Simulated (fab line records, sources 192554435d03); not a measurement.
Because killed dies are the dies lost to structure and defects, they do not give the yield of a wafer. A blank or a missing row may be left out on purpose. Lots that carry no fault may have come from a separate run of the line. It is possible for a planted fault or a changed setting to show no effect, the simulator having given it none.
A single fault, viewed from 2 desks ; flow n5Finfet ; numbers are kept per desk, each desk with only its own; the story behind them comes last
Where a reading is given only as a bound, like >300, the bound stands for it, and a mean or a difference that rests on one is marked > or <: the true number lies beyond.

THE DEFECT DESK
What the inspections along the route counted, lot by lot: means of the sampled wafers that have a number. If a lot's mean is further than 4 standard deviations from the usual mean, the lot is out of limits and carries the mark OUT (the distance appears in the brackets).
Columns: A = rawDefectCount at N5_SD_EPI_N_INSPECT_26, usual 227; B = rawDefectCount at N5_SD_EPI_P_INSPECT_11, usual 2.2; C = rawDefectCount at N5_SD_EPI_P_INSPECT_26, usual 198
lot;first seen here;A;B;C
L356;day 4 08:22;266;2.7;217
L363;day 5 18:50;1548 (+30) OUT;>300 (+99 or more) OUT;1523 (+34) OUT
L367;day 6 19:02;1597 (+31) OUT;>300 (+99 or more) OUT;1575 (+35) OUT
L373;day 8 06:28;211;1.3;230
Finding of this desk: L363, L367 out of limits; the first was L363 at day 5 18:50, on rawDefectCount at N5_SD_EPI_N_INSPECT_26. L356, L373 stayed within limits.

THE METROLOGY DESK
What the gauges read for every lot (on any tool): the sampled wafers with a number, averaged. If a lot's mean is further than 4 standard deviations from the usual mean, the lot is out of limits and carries the mark OUT (the distance appears in the brackets). 7 of its 10 readings are shown, namely those furthest out on some lot.
Columns: A = DIBL_P at N5_BEOL_M4_RC_MEAS_101, usual 36.3 mV/V; B = IOFF_P at N5_BEOL_M4_RC_MEAS_101, usual 0.23 nA/um; C = ION_P at N5_BEOL_M4_RC_MEAS_101, usual 464 uA/um; D = SS_N at N5_BEOL_M4_RC_MEAS_101, usual 71.7 mV/dec; E = SS_P at N5_BEOL_M4_RC_MEAS_101, usual 73.3 mV/dec; F = VT_N at N5_BEOL_M4_RC_MEAS_101, usual 250 mV; G = VT_P at N5_BEOL_M4_RC_MEAS_101, usual -249 mV
lot;first seen here;A;B;C;D;E;F;G
L356;day 10 12:17;37.7;0.27;474;71.7;74.2;247;-244
L363;day 12 07:59;38.6;0.24;464;72.1;73.7;251;-250
L367;day 12 13:41;34.1;0.19;458;70.9;72.7;251;-252
L373;day 14 14:41;36.2;0.21;465;71.3;72.9;247;-248
Result from this desk: across the 4 lots, nothing is out of limits.

PUT TOGETHER
The defect desk could have raised an alarm at day 5 18:50, on L363, L367.
Metrology desk: nothing out of limits seen.
The metrology desk holds a record of L363, L367, inside its limits.
On wetBench-03, each named lot ran N5_SD_EPI_N_WET_ETCH_43.

WHAT THE SIMULATOR HAD PUT IN
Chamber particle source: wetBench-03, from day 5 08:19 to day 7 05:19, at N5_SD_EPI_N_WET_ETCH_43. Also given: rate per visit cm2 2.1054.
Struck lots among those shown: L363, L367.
Hours from the fault's start to each desk's first reading out of limits: the defect desk, 11.
